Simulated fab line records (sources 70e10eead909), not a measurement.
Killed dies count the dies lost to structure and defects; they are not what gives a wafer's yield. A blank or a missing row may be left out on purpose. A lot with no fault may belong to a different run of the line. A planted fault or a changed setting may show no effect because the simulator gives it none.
What tool caused it? | flow nand harc | 11 lots (33 wafers sampled), 1 step of a 1159-step route

== WHAT THE GAUGES SHOWED, per wafer ==
NHARC_A_ONON_D1_INSPECT_32.
lot  | measured     | on                | raw defect count
L623 | day 8 21:32  | defect inspect-01 | 67 76 67
L621 | day 9 00:55  | defect inspect-01 | 66 115 77
L624 | day 9 05:25  | defect inspect-02 | 71 45 44
L627 | day 9 20:58  | defect inspect-02 | 64 42 63
L629 | day 10 16:03 | defect inspect-01 | 58 39 93
L631 | day 11 07:36 | defect inspect-01 | 79 56 72
L635 | day 12 05:28 | defect inspect-01 | 75 79 76
L638 | day 12 13:11 | defect inspect-02 | 78 115 57
L640 | day 13 04:06 | defect inspect-02 | 44 61 64
L641 | day 13 11:50 | defect inspect-02 | 73 71 62
L642 | day 13 21:11 | defect inspect-01 | 34 79 42

== WHAT TOOL EACH LOT RAN ON (gives the tool, then ch and the chambers of the sampled wafers, and finally the start) ==
The record holds no process step before these readings.

== THE ANSWER, worked out from the rows above alone ==
Rule: usual is defined by the lots themselves. The widest of any qualifying gaps counts: lots, ordered by their means at a reading, are off when they make up no more than a third of the lots, leave a main group of 4 or more, and stand apart from it by 3 or more times the standard deviation of that group's means. If all means in a main group match to the digits the tables above print for the reading, that group is not used. A lot without any number at a reading at which 4 lots or more have one is off too. The other lots that the step has rows for count as sound.
Nothing can be told from this: no lot is off at any reading shown.

== WHAT THE SIMULATOR HAD INSERTED ==
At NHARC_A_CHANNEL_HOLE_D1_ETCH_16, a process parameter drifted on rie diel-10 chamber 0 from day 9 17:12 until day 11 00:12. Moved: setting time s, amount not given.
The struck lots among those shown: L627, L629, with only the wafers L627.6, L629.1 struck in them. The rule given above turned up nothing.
